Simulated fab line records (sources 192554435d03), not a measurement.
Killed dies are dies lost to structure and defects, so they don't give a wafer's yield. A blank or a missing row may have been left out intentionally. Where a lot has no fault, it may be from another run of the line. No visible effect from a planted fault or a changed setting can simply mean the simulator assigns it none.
fab line records | flow n5Finfet
record lots=7 wafers=21
route steps=1938 shown BEOL_M12@1608 BEOL_M13@1681 BEOL_M14@1762 BEOL_M15@1824 MIM_BOT@1833 PASSIVATION@1929
startH: hours from the record's first day to the start of the lot's first wafer shown | waitH: time in hours since the lot's previous step | " repeats the value in the row above | L1.1+2: several wafers, shown together as one row | - no value, or no start was given | * or withheld: withheld | < > ~ a bound
route shown NAME@n: names a module that has steps shown in the file, with the first one's number in the route | usual: mean/standard deviation of fault-free wafers | same: alike in all rows | chamber/n: place in a boat | sites: per-site readings | _std_site: the values' standard deviation | _edge_site: mean of outer sites minus mean of inner sites | radiusMm: for every site, how far away it sits from the centre of the wafer | mask NAME#n: copy n | behind: the most recent tool/chamber to have shaped the wafer | hold: why the lot was held/for how many hours/how that ended | device: whichever transistor did not switch (one of n, p or np) | end of line: at the end of the route, the tests of the same wafers | where a step has no rows: the recipe by itself | killed: count of dies lost to structure and defects at first sort (not the wafer's yield) | map: a wafer's dies, marking killed ones x, the rest . and places with no die _
set.NAME: the setting the step ran with; set.NAME@STEP: the setting that earlier step ran with | model.NAME: the simulator's own value behind a step, which no gauge read
lots with deliberately changed settings; one table per step, one row per wafer
## steps
# step N5_BEOL_M12_EXPOSE_07
# recipe maskId=V11 na=0.93 sourceShape=conventional sigmaOuter=0.6 polarization=unpolarized attpsmPhaseDeg=180 doseMj=32.5
# columns lot.wafer tool chamber startH waitH mask set.doseMj
L080.4+5+6 krfScanner-01 0 283.29 - V11#0 32.5
L083.1 krfScanner-01 0 290.61 - V11#0 32.5
L083.3+4 " 0 " " V11#0 31.65
L082.1+4 krfScanner-02 0 301.37 - V11#0 30.27
L082.3 " 0 " " V11#0 32.5
L085.1+2 krfScanner-01 0 319.22 - V11#0 34.27
L085.3 " 0 " " V11#0 32.5
L087.3 krfScanner-01 0 329.10 - V11#0 34.24
L087.4+6 " 0 " " V11#0 32.5
L092.1+5 krfScanner-02 0 344.07 - V11#0 33.95
L092.4 " 0 " " V11#0 32.5
L093.1 krfScanner-02 0 344.15 - V11#0 32.5
L093.4+6 " 0 " " V11#0 30.22
# step N5_BEOL_M12_PEB_08
# recipe pebTempC=130 pebTimeS=90
# step N5_BEOL_M12_DEVELOP_09
# recipe developTimeS=45 rinseLiquid=diw dry=airSpin devTempC=21
# step N5_BEOL_M12_HARDBAKE_14
# recipe tempC=130 timeS=120
# step N5_BEOL_M12_CD_MEAS_10
# recipe targetCdNm=140 landingEnergyEv=500 detector=seInlens polarity=opening
# usual cdNm=139.4/1.4
# columns lot.wafer tool chamber startH waitH set.doseMj@BEOL_M12_EXPOSE_07 cdNm
L080.4 cdSem-01 0 283.45 - 32.5 139.4
L080.5 " 0 " " 32.5 140.2
L080.6 " 0 " " 32.5 140.9
L083.1 cdSem-03 0 290.79 - 32.5 137.0
L083.3 " 0 " " 31.65 135.2
L083.4 " 0 " " 31.65 136.6
L082.1 cdSem-02 0 301.54 - 30.27 132.5
L082.3 " 0 " " 32.5 141.6
L082.4 " 0 " " 30.27 131.5
L085.1 cdSem-02 0 319.39 - 34.27 145.0
L085.2 " 0 " " 34.27 145.3
L085.3 " 0 " " 32.5 138.7
L087.3 cdSem-01 0 329.26 - 34.24 147.4
L087.4 " 0 " " 32.5 141.4
L087.6 " 0 " " 32.5 141.5
L092.1 cdSem-02 0 344.24 - 33.95 144.7
L092.4 " 0 " " 32.5 137.9
L092.5 " 0 " " 33.95 141.3
L093.1 cdSem-02 0 344.32 - 32.5 139.9
L093.4 " 0 " " 30.22 131.9
L093.6 " 0 " " 30.22 132.0
# step N5_BEOL_M12_DESCUM_15
# recipe chemistry=O2 timeS=7.9 sourcePowerW=50 biasPowerW=20 pressureMtorr=20 rfFrequencyHz=2.712e+07 tempC=40 o2FlowSccm=225
# step N5_BEOL_M12_ETCH_59
# recipe chemistry=N2/H2 target=BARC targetDepthA=890 overetchA=267 timeS=67.9 ionEnergyEv=200 pressureMtorr=30 sourceW=840 biasW=150 n2FlowSccm=200 h2FlowSccm=200
# step N5_BEOL_M12_VIA_ETCH_16
# recipe chemistry=C4F8/O2/Ar target=SiOC pressureMtorr=30 sourceW=3000 biasW=700 Ar_flow_sccm=400 C4F8_flow_sccm=15 O2_flow_sccm=8 heInnerTorr=15 heOuterTorr=30 targetDepthA=7248 timeS=withheld ionEnergyEv=250 ends=cleared
# columns lot.wafer tool chamber startH waitH set.timeS@BEOL_M12_ILD_DEP_00 model.etch.depthNm model.coat_of_BEOL_M12_COAT_04.thkNm
L080.4 rieDiel-01 2 283.70 0.1 * 661.8 123
L080.5 " 0 " " * 665.9 121
L080.6 " 3 " " * 660.9 123.2
L083.1 rieDiel-02 0 290.97 0.0 * 657.8 121.8
L083.3 " 1 " " * 654 126.8
L083.4 " 1 " " * 579.3 147.8
L082.1 rieDiel-04 3 301.72 0.0 * 652.2 122.6
L082.3 " 0 " " * 660.6 121
L082.4 " 1 " " * 632.2 130.2
L085.1 rieDiel-04 2 319.57 0.0 * 709.7 107.8
L085.2 " 0 " " * 656 125.4
L085.3 " 3 " " * 708.7 109.2
L087.3 rieDiel-01 0 329.43 0.0 * 596.9 141.8
L087.4 " 1 " " * 663.8 122
L087.6 " 1 " " * 656.6 122.6
L092.1 rieDiel-04 3 344.42 0.0 * 654.5 124.4
L092.4 " 1 " " * 574.5 148.2
L092.5 " 1 " " * 583.2 146
L093.1 rieDiel-01 0 344.50 0.0 * 611.5 138.8
L093.4 " 3 " " * 621.6 135.2
L093.6 " 3 " " * 662.6 123
# step N5_BEOL_M12_STRIP_63
# recipe chemistry=N2/H2 powerW=1000 tempC=250 h2Frac=0.65 overashFraction=0.3 pressureMtorr=1000 n2FlowSccm=1750 h2FlowSccm=3250
# usual stripTimeToEndpointS=42.6/0.68
# columns lot.wafer tool chamber startH waitH set.timeS@BEOL_M12_ILD_DEP_00 stripTimeToEndpointS
L080.4 plasmaAsher-02 0 283.83 - 130.7 42.5
L080.5 " 0 " " 130.7 41.9
L080.6 " 1 " " 130.7 42.6
L083.1 plasmaAsher-02 1 291.16 - 130.7 42.2
L083.3 " 1 " " 130.7 43.5
L083.4 " 0 " " 113.8 49.1
L082.1 plasmaAsher-01 0 301.92 - 130.7 42.4
L082.3 " 0 " " 130.7 41.9
L082.4 " 1 " " 124.6 44.4
L085.1 plasmaAsher-02 1 319.77 - 142.6 38.4
L085.2 " 0 " " 130.7 43.1
L085.3 " 1 " " 142.6 38.8
L087.3 plasmaAsher-02 1 329.65 - 120.7 47.5
L087.4 " 0 " " 130.7 42.2
L087.6 " 1 " " 130.7 42.4
L092.1 plasmaAsher-01 1 344.62 - 130.7 42.9
L092.4 " 0 " " 114.5 49.2
L092.5 " 0 " " 114.5 48.6
L093.1 plasmaAsher-02 1 344.70 - 121.9 46.7
L093.4 " 0 " " 121.9 45.7
L093.6 " 1 " " 130.7 42.5
# step N5_BEOL_M12_STRIP_64
# recipe chemistry=N2/H2 powerW=1000 tempC=250 h2Frac=0.65 overashFraction=0.3 pressureMtorr=withheld n2FlowSccm=1750 h2FlowSccm=3250
# step N5_BEOL_M12_STRIP_71
# recipe chemistry=postEtchResidueRemover timeS=60 tempC=25 removerPh=withheld removerWaterWtPct=withheld removerFluorideWtPct=withheld
# step N5_BEOL_M12_SRD_72
# recipe timeS=30 tempC=23 rinseLiquid=diw dry=n2Spin spinRpm=1500 dryTimeS=30
# step N5_BEOL_M12_CD_MEAS_17
# recipe targetCdNm=140 polarity=opening
# usual cdNm=139.6/1.6
# columns lot.wafer tool chamber startH waitH set.doseMj@BEOL_M12_EXPOSE_07 cdNm
L080.4 cdSem-03 - 284.03 0.0 32.5 140.0
L080.5 " - " " 32.5 141.1
L080.6 " - " " 32.5 142.2
L083.1 cdSem-03 - 291.37 0.0 32.5 137.5
L083.3 " - " " 31.65 135.8
L083.4 " - " " 31.65 136.4
L082.1 cdSem-02 - 302.13 0.0 30.27 134.3
L082.3 " - " " 32.5 141.6
L082.4 " - " " 30.27 131.5
L085.1 cdSem-02 - 319.98 0.0 34.27 145.1
L085.2 " - " " 34.27 144.8
L085.3 " - " " 32.5 140.0
L087.3 cdSem-01 - 329.84 0.0 34.24 147.9
L087.4 " - " " 32.5 142.2
L087.6 " - " " 32.5 142.3
L092.1 cdSem-03 - 344.83 0.0 33.95 144.4
L092.4 " - " " 32.5 138.0
L092.5 " - " " 33.95 141.1
L093.1 cdSem-03 - 344.91 0.0 32.5 139.9
L093.4 " - " " 30.22 131.7
L093.6 " - " " 30.22 132.3
# step N5_BEOL_M12_COAT_65
# recipe resist=SOC tempC=250 timeS=60 spinRpm=1500 resistThkNm=300
# step N5_BEOL_M12_COAT_66
# recipe resist=SiARC tempC=220 timeS=60 spinRpm=1500 resistThkNm=110
# step N5_BEOL_M12_STRIP_37
# recipe chemistry=N2/H2 powerW=1000 tempC=250 h2Frac=0.65 overashFraction=0.3 pressureMtorr=withheld n2FlowSccm=1750 h2FlowSccm=3250
# step N5_BEOL_M12_ETCH_38
# recipe chemistry=CF4/N2 target=SiCN targetDepthA=687 taperDeg=2 timeS=73.4 ionEnergyEv=150 maskMaterial=SiO2 pressureMtorr=40 sourceW=430 biasW=70 Ar_flow_sccm=100 cf4FlowSccm=60 n2FlowSccm=60
# columns lot.wafer tool chamber startH waitH set.timeS@BEOL_M12_ILD_DEP_00 model.SiOC_of_BEOL_M12_ILD_DEP_00.thkNm
L080.4 rieDiel-04 2 285.36 - 130.7 611.8
L080.5 " 1 " " 130.7 616.4
L080.6 " 2 " " 130.7 611
L083.1 rieDiel-02 0 296.93 - 130.7 606.6
L083.3 " 3 " " 130.7 605.8
L083.4 " 3 " " 113.8 531.2
L082.1 rieDiel-01 1 304.02 - 130.7 602.6
L082.3 " 0 " " 130.7 610.4
L082.4 " 3 " " 124.6 582.8
L085.1 rieDiel-04 1 321.96 - 142.6 660.4
L085.2 " 3 " " 130.7 606.4
L085.3 " 2 " " 142.6 658.6
L087.3 rieDiel-02 3 333.02 - 120.7 548.6
L087.4 " 0 " " 130.7 612.6
L087.6 " 1 " " 130.7 608.4
L092.1 rieDiel-04 3 347.18 - 130.7 604.8
L092.4 " 2 " " 114.5 525.2
L092.5 " 2 " " 114.5 533.8
L093.1 rieDiel-04 1 349.60 - 121.9 562.2
L093.4 " 0 " " 121.9 572.4
L093.6 " 3 " " 130.7 612.6
# step N5_BEOL_M13_COAT_66
# recipe resist=SiARC tempC=220 timeS=60 spinRpm=1500 resistThkNm=110
# columns lot.wafer tool chamber startH waitH set.spinRpm model.SiARC_of_BEOL_M13_COAT_66.thkNm
L080.4 lithoTrack-02 0 - - 1500 110
L080.5 " 0 " " 1500 110.4
L080.6 " 0 " " 1500 109.8
L083.1 lithoTrack-03 0 - - 1500 110.2
L083.3 " 0 " " 1500 109.8
L083.4 " 0 " " 1500 110.4
L082.1 lithoTrack-02 0 - - 1500 110.4
L082.3 " 0 " " 1545 108.6
L082.4 " 0 " " 1545 108.2
L085.1 lithoTrack-05 0 - - 1500 109.6
L085.2 " 0 " " 1603 106
L085.3 " 0 " " 1500 109.4
L087.3+4 lithoTrack-03 0 - - 1382 114.6
L087.6 " 0 " " 1500 110.6
L092.1+5 lithoTrack-05 0 - - 1500 110.2
L092.4 " 0 " " 1444 112.4
L093.1 lithoTrack-02 0 - - 1500 109.2
L093.4 " 0 " " 1500 109.8
L093.6 " 0 " " 1500 109.6
# step N5_BEOL_M13_DESCUM_33
# recipe chemistry=O2 timeS=7.9 sourcePowerW=50 biasPowerW=20 pressureMtorr=20 rfFrequencyHz=2.712e+07 tempC=40 o2FlowSccm=225
# columns lot.wafer tool chamber startH waitH set.timeS
L080.4+5+6 rieDiel-06 2,3,2 288.82 0.2 7.9
L083.1+3 rieDiel-06 0,1 300.77 0.0 7.9
L083.4 " 3 " " 9.055
L082.1+3 rieDiel-06 2,0 309.07 0.0 7.9
L082.4 " 3 " " 6.885
L085.1+2+3 rieDiel-06 0,1,2 326.59 0.0 7.9
L087.3+4 rieDiel-03 1,0 336.47 0.2 7.9
L087.6 " 0 " " 7.394
L092.1+4 rieDiel-05 0,3 352.86 0.0 7.9
L092.5 " 0 " " 6.97
L093.1+4+6 rieDiel-06 3,3,1 353.34 0.1 7.9
# step N5_BEOL_M13_ETCH_67
# recipe chemistry=CF4 target=SiARC targetDepthA=1430 timeS=238.3 ionEnergyEv=80 pressureMtorr=40 sourceW=545 biasW=36 Ar_flow_sccm=100 cf4FlowSccm=100 ends=cleared
# columns lot.wafer tool chamber startH waitH set.spinRpm@BEOL_M13_COAT_66 model.etch.depthNm
L080.4 rieDiel-06 2 288.85 0.0 1500 110.1
L080.5 " 3 " " 1500 110.3
L080.6 " 2 " " 1500 109.8
L083.1 rieDiel-06 0 300.80 0.0 1500 110.1
L083.3 " 1 " " 1500 109.9
L083.4 " 3 " " 1500 110.4
L082.1 rieDiel-06 2 309.10 0.0 1500 110.4
L082.3 " 0 " " 1545 108.6
L082.4 " 3 " " 1545 108.3
L085.1 rieDiel-06 0 326.63 0.0 1500 109.7
L085.2 " 1 " " 1603 105.9
L085.3 " 2 " " 1500 109.4
L087.3 rieDiel-03 1 336.51 0.0 1382 114.5
L087.4 " 0 " " 1382 114.6
L087.6 " 0 " " 1500 110.5
L092.1 rieDiel-05 0 352.89 0.0 1500 110.1
L092.4 " 3 " " 1444 112.3
L092.5 " 0 " " 1500 110.2
L093.1 rieDiel-06 3 353.38 0.0 1500 109.3
L093.4 " 3 " " 1500 109.8
L093.6 " 1 " " 1500 109.5
# step N5_BEOL_M13_ETCH_68
# recipe chemistry=N2/H2 target=SOC maskMaterial=SiARC sourceW=3000 biasW=350 tempC=40 timeS=355 ionEnergyEv=200 pressureMtorr=30 n2FlowSccm=200 h2FlowSccm=200
# columns lot.wafer tool chamber startH waitH set.spinRpm@BEOL_M13_COAT_66 model.SiARC_of_BEOL_M13_COAT_66.thkNm
L080.4 rieDiel-06 2 289.00 0.1 1500 76.4
L080.5 " 3 " " 1500 76.2
L080.6 " 2 " " 1500 76
L083.1 rieDiel-06 0 300.95 0.1 1500 77.8
L083.3+4 " 1,3 " " 1500 76.6
L082.1 rieDiel-06 2 309.25 0.1 1500 77
L082.3 " 0 " " 1545 75.8
L082.4 " 3 " " 1545 74.4
L085.1 rieDiel-06 0 326.77 0.1 1500 76.6
L085.2 " 1 " " 1603 72.2
L085.3 " 2 " " 1500 75.6
L087.3 rieDiel-03 1 336.65 0.1 1382 81.8
L087.4 " 0 " " 1382 81.6
L087.6 " 0 " " 1500 77.6
L092.1 rieDiel-05 0 353.04 0.1 1500 76.2
L092.4 " 3 " " 1444 79.8
L092.5 " 0 " " 1500 76.6
L093.1 rieDiel-06 3 353.53 0.1 1500 75.2
L093.4 " 3 " " 1500 75.8
L093.6 " 1 " " 1500 76
# step N5_BEOL_M13_SPUTTER_43
# recipe material=TaN targetThkA=150 tempC=50 biasV=168.6 powerW=15000 chamberPressurePa=0.12 timeS=24.19
# columns lot.wafer tool chamber startH waitH set.timeS model.TaN_of_BEOL_M13_SPUTTER_43.thkNm
L080.4+5 pvdSputter-01 - 293.13 0.0 24.19 14.8
L080.6 " - " " 24.19 14.6
L083.1 pvdSputter-03 - 303.70 0.0 24.19 15
L083.3 " - " " 23.15 14.2
L083.4 " - " " 24.19 14.8
L082.1 pvdSputter-01 - 311.08 0.0 21.64 13.2
L082.3 " - " " 24.19 15
L082.4 " - " " 24.19 14.8
L085.1 pvdSputter-01 - 328.52 0.0 24.19 14.6
L085.2+3 " - " " 22.24 13.6
L087.3+6 pvdSputter-03 - 338.16 0.0 24.19 15
L087.4 " - " " 24.19 15.2
L092.1 pvdSputter-01 - 356.05 0.0 24.19 15
L092.4 " - " " 24.19 14.8
L092.5 " - " " 26.99 16.6
L093.1+4 pvdSputter-01 - 356.41 0.0 22.33 14
L093.6 " - " " 24.19 15.2
# step N5_BEOL_M14_SPUTTER_43
# recipe material=TaN targetThkA=150 tempC=50 biasV=168.6 powerW=15000 chamberPressurePa=0.12 timeS=24.19
# columns lot.wafer tool chamber startH waitH set.powerW model.TaN_of_BEOL_M14_SPUTTER_43.thkNm
L080.4+6 pvdSputter-03 - 298.19 0.0 15000 15.2
L080.5 " - " " 15000 15
L083.1 pvdSputter-03 - 307.83 0.0 15000 15
L083.3+4 " - " " 15830 15.8
L082.1+3 pvdSputter-03 - 317.98 0.0 14140 14
L082.4 " - " " 15000 15
L085.1 pvdSputter-01 - 333.40 0.0 15940 15.8
L085.2+3 " - " " 15000 14.8
L087.3 pvdSputter-02 - 342.96 0.0 15000 15.2
L087.4 " - " " 13630 13.8
L087.6 " - " " 15000 15
L092.1 pvdSputter-01 - 360.79 0.0 15000 14.8
L092.4 " - " " 15000 15.2
L092.5 " - " " 14320 14
L093.1+4+6 pvdSputter-03 - 360.91 0.0 15000 15.2
# step N5_BEOL_M14_DEP_53
# recipe material=SiCN targetThkA=500 tempC=withheld precursor=3MS/NH3 pressureTorr=3 rfW=675 timeS=17.8
# columns lot.wafer tool chamber startH waitH set.timeS model.SiCN_of_BEOL_M14_DEP_53.thkNm
L080.4 pecvd-02 2 299.52 0.0 17.8 49.8
L080.5 " 1 " " 17.8 50
L080.6 " 0 " " 17.8 50.6
L083.1+4 pecvd-03 2,1 308.96 0.0 19.62 54.8
L083.3 " 1 " " 17.8 50
L082.1 pecvd-04 2 319.10 0.0 15.43 43.2
L082.3 " 0 " " 17.8 49.8
L082.4 " 2 " " 15.43 43.4
L085.1 pecvd-04 0 334.52 0.0 17.8 49.2
L085.2 " 1 " " 17.8 48.8
L085.3 " 2 " " 17.8 48.6
L087.3 pecvd-03 1 344.08 0.0 17.8 49
L087.4 " 0 " " 19.88 55.4
L087.6 " 1 " " 17.8 50
L092.1 pecvd-04 0 361.91 0.0 16.56 45.8
L092.4 " 2 " " 17.8 50.8
L092.5 " 0 " " 17.8 49.6
L093.1 pecvd-02 0 362.04 0.0 20.36 57
L093.4 " 2 " " 20.36 56.8
L093.6 " 1 " " 17.8 50.6
# step N5_BEOL_M15_CMP_49
# recipe stopOn=SiO2 tOverpolishS=4.9 downForcePsi=2 platenRpm=80 clearingPlatenDownForcePsi=2 clearingPlatenRpm=80 postCmpClean=cuAlkaline targetThkNm=850 clearingPlatenPadVelocityMS=1.5917 padVelocityMS=1.5917
# usual barrierFieldEndpointS=11.44/0.29
# columns lot.wafer tool chamber startH waitH set.downForcePsi barrierFieldEndpointS
L080.4 cmp-01 3 304.94 0.2 2 11.08
L080.5 " 0 " " 2 11.40
L080.6 " 1 " " 2 11.16
L083.3 cmp-02 1 315.07 0.2 1.877 11.81
L083.1 " 2 " " 1.877 11.82
L083.4 " 3 " " 1.877 11.82
L082.1 cmp-01 3 325.27 0.3 2 11.55
L082.3 " 0 " " 2 11.21
L082.4 " 2 " " 2 11.23
L085.3 cmp-03 1 341.84 0.2 2 11.70
L085.1 " 3 " " 2.341 9.93
L085.2 " 0 " " 2 11.56
L087.3 cmp-01 1 353.47 0.2 1.879 12.13
L087.4 " 2 " " 1.879 11.82
L087.6 " 1 " " 1.879 12.21
L092.1 cmp-01 1 370.58 0.3 2 11.11
L092.4 " 2 " " 2.435 8.84
L092.5 " 2 " " 2.435 9.07
L093.1 cmp-03 1 370.91 0.3 2 11.19
L093.4 " 0 " " 2.347 9.67
L093.6 " 2 " " 2.347 9.84
# step N5_MIM_BOT_SPUTTER_00
# recipe material=TiN targetThkA=350 tempC=200 powerW=3000 chamberPressurePa=0.49996 gas=Ar reactivePartialPa=0.37997 timeS=89.7
# columns lot.wafer tool chamber startH waitH set.timeS model.TiN_of_MIM_BOT_SPUTTER_00.thkNm
L080.4+5+6 pvdSputter-01 - 306.96 0.0 89.7 35.4
L083.1 pvdSputter-02 - 317.43 0.0 89.7 34.4
L083.3+4 " - " " 89.7 34.8
L082.1+3 pvdSputter-03 - 328.14 0.0 89.7 35.2
L082.4 " - " " 79.27 31.2
L085.1+2 pvdSputter-01 - 346.11 0.0 89.7 35
L085.3 " - " " 89.7 35.2
L087.3+6 pvdSputter-01 - 355.73 0.0 89.7 34.8
L087.4 " - " " 86.08 33.2
L092.1 pvdSputter-02 - 372.45 0.0 94.62 36.6
L092.4 " - " " 89.7 34.4
L092.5 " - " " 94.62 36.2
L093.1 pvdSputter-01 - 372.94 0.0 82.1 31.8
L093.4 " - " " 89.7 35.2
L093.6 " - " " 82.1 32
# step N5_PASSIVATION_PASS_ETCH_47
# recipe chemistry=CF4/O2 target=SiNx targetDepthA=7700 timeS=385 ionEnergyEv=100 pressureMtorr=40 sourceW=535 biasW=49 Ar_flow_sccm=100 cf4FlowSccm=100 O2_flow_sccm=10
# columns lot.wafer tool chamber startH waitH set.timeS model.etch.depthNm
L080.4 rieDiel-04 2 316.83 0.0 385 769
L080.5 " 3 " " 385 777.7
L080.6 " 0 " " 385 757.3
L083.1 rieDiel-01 2 325.22 0.0 452.9 905.8
L083.3 " 0 " " 452.9 908
L083.4 " 1 " " 385 766.4
L082.1 rieDiel-01 2 339.73 0.0 385 766.8
L082.3 " 0 " " 385 772.7
L082.4 " 3 " " 385 770.1
L085.1 rieDiel-02 0 353.52 0.0 446.7 918.6
L085.2 " 2 " " 385 751
L085.3 " 1 " " 446.7 875
L087.3 rieDiel-04 1 368.95 0.0 385 766.5
L087.4 " 0 " " 385 767.9
L087.6 " 1 " " 385 772.3
L092.1 rieDiel-01 0 382.86 0.0 385 770.3
L092.4 " 3 " " 385 774.9
L092.5 " 0 " " 385 772
L093.1 rieDiel-02 0 383.72 0.0 385 789.5
L093.4 " 0 " " 385 791.7
L093.6 " 1 " " 385 746.4
## key
split step=N5_BEOL_M12_EXPOSE_07 setting=doseMj stated=32.5 by=wafer
response step=N5_BEOL_M12_CD_MEAS_10 reading=cdNm change=+1.18 per=1% r=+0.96
response step=N5_BEOL_M12_CD_MEAS_17 reading=cdNm change=+1.09 per=1% r=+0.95
split step=N5_BEOL_M13_COAT_66 setting=spinRpm stated=1500 by=wafer
response step=N5_BEOL_M13_COAT_66 reading=model.SiARC_of_BEOL_M13_COAT_66.thkNm change=-0.528 per=1% r=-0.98
response step=N5_BEOL_M13_ETCH_67 reading=model.etch.depthNm change=-0.531 per=1% r=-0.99
response step=N5_BEOL_M13_ETCH_68 reading=model.SiARC_of_BEOL_M13_COAT_66.thkNm change=-0.587 per=1% r=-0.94
split step=N5_BEOL_M13_DESCUM_33 setting=timeS stated=7.9 by=wafer
response none clear
split step=N5_BEOL_M13_SPUTTER_43 setting=timeS stated=24.19 by=wafer
response step=N5_BEOL_M13_SPUTTER_43 reading=model.TaN_of_BEOL_M13_SPUTTER_43.thkNm change=+0.149 per=1% r=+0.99
split step=N5_BEOL_M14_SPUTTER_43 setting=powerW stated=15000 by=wafer
response step=N5_BEOL_M14_SPUTTER_43 reading=model.TaN_of_BEOL_M14_SPUTTER_43.thkNm change=+0.159 per=1% r=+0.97
split step=N5_BEOL_M14_DEP_53 setting=timeS stated=17.8 by=wafer
response step=N5_BEOL_M14_DEP_53 reading=model.SiCN_of_BEOL_M14_DEP_53.thkNm change=+0.484 per=1% r=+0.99
split step=N5_BEOL_M15_CMP_49 setting=downForcePsi stated=2 by=wafer
response step=N5_BEOL_M15_CMP_49 reading=barrierFieldEndpointS change=-0.0948 per=1% r=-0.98
split step=N5_MIM_BOT_SPUTTER_00 setting=timeS stated=89.7 by=wafer
response step=N5_MIM_BOT_SPUTTER_00 reading=model.TiN_of_MIM_BOT_SPUTTER_00.thkNm change=+0.363 per=1% r=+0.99
split step=N5_PASSIVATION_PASS_ETCH_47 setting=timeS stated=385 by=wafer
response step=N5_PASSIVATION_PASS_ETCH_47 reading=model.etch.depthNm change=+8.48 per=1% r=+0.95
split outsideThisFile step=N5_BEOL_M12_ILD_DEP_00 setting=timeS
# split outsideThisFile: this setting was split too, and the file shows its column; the key of that split is in another file
